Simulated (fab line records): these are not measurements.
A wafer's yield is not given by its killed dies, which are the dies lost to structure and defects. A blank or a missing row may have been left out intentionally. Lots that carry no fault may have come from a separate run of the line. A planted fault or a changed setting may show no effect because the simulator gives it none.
Which tool did it? + flow nand harc + Sampling: 12 lots, 36 wafers, 2 of 1302 route steps

WHAT THE GAUGES READ, wafer by wafer
NHARC_A_CONTACT_INSPECT_10.
| lot  | measured     | on                | raw defect count |
|------|--------------|-------------------|------------------|
| L074 | day 22 20:05 | defect inspect-02 | 54 39 55         |
| L077 | day 23 05:40 | defect inspect-01 | 66 55 56         |
| L080 | day 25 03:27 | defect inspect-01 | 63 69 75         |
| L081 | day 25 18:52 | defect inspect-01 | 147 175 183      |
| L084 | day 26 10:47 | defect inspect-02 | 140 135 115      |
| L085 | day 26 14:08 | defect inspect-02 | 109 120 110      |
| L087 | day 27 18:44 | defect inspect-01 | 158 151 132      |
| L088 | day 28 11:51 | defect inspect-01 | 80 96 106        |
| L091 | day 29 23:17 | defect inspect-01 | 81 90 86         |
| L093 | day 30 03:13 | defect inspect-01 | 92 94 103        |
| L095 | day 30 15:49 | defect inspect-02 | 72 75 84         |
| L097 | day 32 04:10 | defect inspect-01 | 87 87 103        |

EACH LOT AND THE TOOL THAT RAN IT (in order: tool; ch and the chambers of the sampled wafers; start)
| lot  | NHARC_A_CONTACT_DEP_84        |
|------|-------------------------------|
| L074 | acl dep-03 ch 0, day 22 17:46 |
| L077 | acl dep-03 ch 0, day 23 03:21 |
| L080 | acl dep-01 ch 0, day 25 00:50 |
| L081 | acl dep-01 ch 0, day 25 16:15 |
| L084 | acl dep-01 ch 0, day 26 08:05 |
| L085 | acl dep-03 ch 0, day 26 11:38 |
| L087 | acl dep-01 ch 0, day 27 16:05 |
| L088 | acl dep-02 ch 0, day 28 10:07 |
| L091 | acl dep-02 ch 0, day 29 20:50 |
| L093 | acl dep-02 ch 0, day 30 00:54 |
| L095 | acl dep-01 ch 0, day 30 13:07 |
| L097 | acl dep-03 ch 0, day 32 02:00 |
- NHARC_A_CONTACT_DEP_84: deposits aC, target thk 2800 nm.

THE ANSWER, worked out from the rows above alone
Rule: what is usual is taken from the lots themselves. Put in order of their means at a reading, lots are off if they are a third of the lots or fewer, leave a main group of 4 or more, and stand apart from it by a gap of 3 or more times the standard deviation of the main group's means; of several such gaps the widest counts. The tables above print the reading to a certain number of digits; a main group whose means all agree to those digits is not used. Also off: a lot with no number at a reading for which 4 or more lots have one. The other lots that the step has rows for count as sound.
Nothing can be told from this: no lot is off at any reading shown.

WHAT THE SIMULATOR HAD PUT IN
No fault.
